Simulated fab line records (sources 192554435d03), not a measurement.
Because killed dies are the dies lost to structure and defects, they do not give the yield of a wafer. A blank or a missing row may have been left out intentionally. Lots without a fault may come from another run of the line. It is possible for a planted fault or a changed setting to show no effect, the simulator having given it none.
Split-lot experiment | flow n5 finfet | route with 1938 steps; 7 lots, 39 wafers read

SPLIT DETAILS
At N5_BEOL_M13_DESCUM_33 (chemistry O2, time 7.9 s), the setting time s was moved away from the recipe's 7.9 s on 15 of the 39 wafers read, by -54.4% to +41.3%. This setting was run at the recipe's value on the other wafers.

The file shows no step between the split and the reading.

THE READING
coat_of_BEOL_M13_COAT_22.thk nm (the simulator's own value, which no gauge read), in nm, at N5_BEOL_M13_ETCH_67 (etches SiARC in CF4, target depth 143 nm, time 238.3 s). The file does not state a usual value for it. The 24 wafers here that ran the recipe average 211.2 nm, standard deviation 0.72 nm.

wafer  | tool, chamber at the split | time s as run, s | against the recipe | coat_of_BEOL_M13_COAT_22.thk nm, nm | against lot-mates on the recipe
L074.1 | rie diel-06, 2             | 10.1             | +27.8%             | 210                                 | -1.1
L074.2 | rie diel-06, 3             | 7.9              | recipe             | 211.4                               | -
L074.3 | rie diel-06, 0,1           | 10.1             | +27.8%             | 210.6                               | -0.5
L074.4 | rie diel-06, 0,1           | 10.1             | +27.8%             | 210.6                               | -0.5
L074.5 | rie diel-06, 2             | 7.9              | recipe             | 210.6                               | -
L074.6 | rie diel-06, 3             | 7.9              | recipe             | 211.2                               | -
L075.1 | rie diel-06, 0,1           | 7.9              | recipe             | 209.8                               | -
L075.2 | rie diel-06, 2             | 7.9              | recipe             | 209.8                               | -
L075.3 | rie diel-06, 0,1           | 7.9              | recipe             | 209.8                               | -
L075.4 | rie diel-06, 3             | 6.176            | -21.8%             | 211.4                               | +1.6
L075.5 | rie diel-06, 3             | 6.176            | -21.8%             | 211.2                               | +1.4
L075.6 | rie diel-06, 0             | 6.176            | -21.8%             | 211.6                               | +1.8
L078.2 | rie diel-04, 0             | 7.9              | recipe             | 210.2                               | -
L078.4 | rie diel-04, 3             | 7.9              | recipe             | 211                                 | -
L078.6 | rie diel-04, 1             | 7.9              | recipe             | 211.6                               | -
L085.1 | rie diel-04, 2             | 7.9              | recipe             | 211                                 | -
L085.2 | rie diel-04, 0,3           | 7.9              | recipe             | 210.8                               | -
L085.6 | rie diel-04, 0,3           | 7.9              | recipe             | 210.8                               | -
L085.3 | rie diel-04, 1             | 4.362            | -44.8%             | 212.4                               | +1.5
L085.4 | rie diel-04, 3             | 4.362            | -44.8%             | 213                                 | +2.1
L085.5 | rie diel-04, 0             | 4.362            | -44.8%             | 211.8                               | +0.9
L088.1 | rie diel-01, 2             | 3.599            | -54.4%             | 213.8                               | +2.1
L088.2 | rie diel-01, 0             | 3.599            | -54.4%             | 213.6                               | +1.9
L088.3 | rie diel-01, 1             | 7.9              | recipe             | 212                                 | -
L088.4 | rie diel-01, 3             | 7.9              | recipe             | 211.4                               | -
L088.5 | rie diel-01, 0             | 3.599            | -54.4%             | 213.4                               | +1.7
L088.6 | rie diel-01, 1             | 7.9              | recipe             | 211.8                               | -
L092.1 | rie diel-06, 2,0           | 7.9              | recipe             | 211                                 | -
L092.2 | rie diel-06, 1             | 7.9              | recipe             | 212.2                               | -
L092.6 | rie diel-06, 1             | 7.9              | recipe             | 212.2                               | -
L092.3 | rie diel-06, 0             | 7.9              | recipe             | 212                                 | -
L092.4 | rie diel-06, 3             | 7.9              | recipe             | 211.6                               | -
L092.5 | rie diel-06, 2,0           | 7.9              | recipe             | 211.2                               | -
L097.1 | rie diel-04, 3             | 11.16            | +41.3%             | 209.4                               | -2.1
L097.2 | rie diel-04, 0             | 11.16            | +41.3%             | 209.8                               | -1.7
L097.3 | rie diel-04, 1             | 7.9              | recipe             | 212                                 | -
L097.4 | rie diel-04, 2,3           | 7.9              | recipe             | 211.2                               | -
L097.5 | rie diel-04, 2             | 11.16            | +41.3%             | 210.2                               | -1.3
L097.6 | rie diel-04, 2,3           | 7.9              | recipe             | 211.4                               | -
If several chambers appear in one row, that row covers several wafers at once and the file leaves open which wafer was in which chamber.

FIT RESULTS
A straight line over all 39 wafers: coat_of_BEOL_M13_COAT_22.thk nm changes by -0.0341 nm for each +1% of time s; r = -0.79; the points scatter about the line by 0.66 nm.
The same after taking each lot's own level away (the mean of its wafers on the recipe; 39 wafers): -0.0369 nm for each +1%; r = -0.90; scatter 0.44 nm.
Per that fit: largest time s move, reading shift of 2 nm.
The lots' own levels span 209.80 to 211.73 nm, that is 2.7 times the standard deviation above.
So the lot-to-lot level blurs the effect unless lot-mates are compared.
Check: with one of the wafers moved furthest among these (-54.4%) left out of the fit, the line predicts +2.06 nm for it against its lot-mates. Against them it came out at +2.07 nm.

THESE WAFERS: OTHER SPLITS
Note: prior to the reading, these wafers also went through further splits. Each is held against what the fit with the lots' levels taken away leaves over:
other split on the same wafers        | wafers away from the commonest value | r with coat_of_BEOL_M13_COAT_22.thk nm (lot level and that fit taken away)
N5_BEOL_M5_ILD_DEP_00 time s          | 9                                    | +0.20
N5_BEOL_M5_DEP_56 target thk a        | 9                                    | -0.23
N5_BEOL_M9_VIA_ETCH_34 target depth a | 15                                   | -0.07
N5_BEOL_M11_CURE_72 time s            | 15                                   | -0.11

THE WHOLE CHAIN: every reading that the file lists as answering this split, in the file's order
step                  | what it does                                           | reading                                                                          | change (the file's fit)                | r (the file's)
N5_BEOL_M13_DESCUM_33 | chemistry O2, time 7.9 s                               | coat_of_BEOL_M13_COAT_22.thk nm (the simulator's own value, which no gauge read) | -0.0381 nm for each +1% of the setting | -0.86
N5_BEOL_M13_ETCH_67   | etches SiARC in CF4, target depth 143 nm, time 238.3 s | coat_of_BEOL_M13_COAT_22.thk nm (the simulator's own value, which no gauge read) | -0.0373 nm for each +1% of the setting | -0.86

THE FILE'S OWN FIT
coat_of_BEOL_M13_COAT_22.thk nm changes by -0.0373 nm for each +1% of time s, r = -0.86.
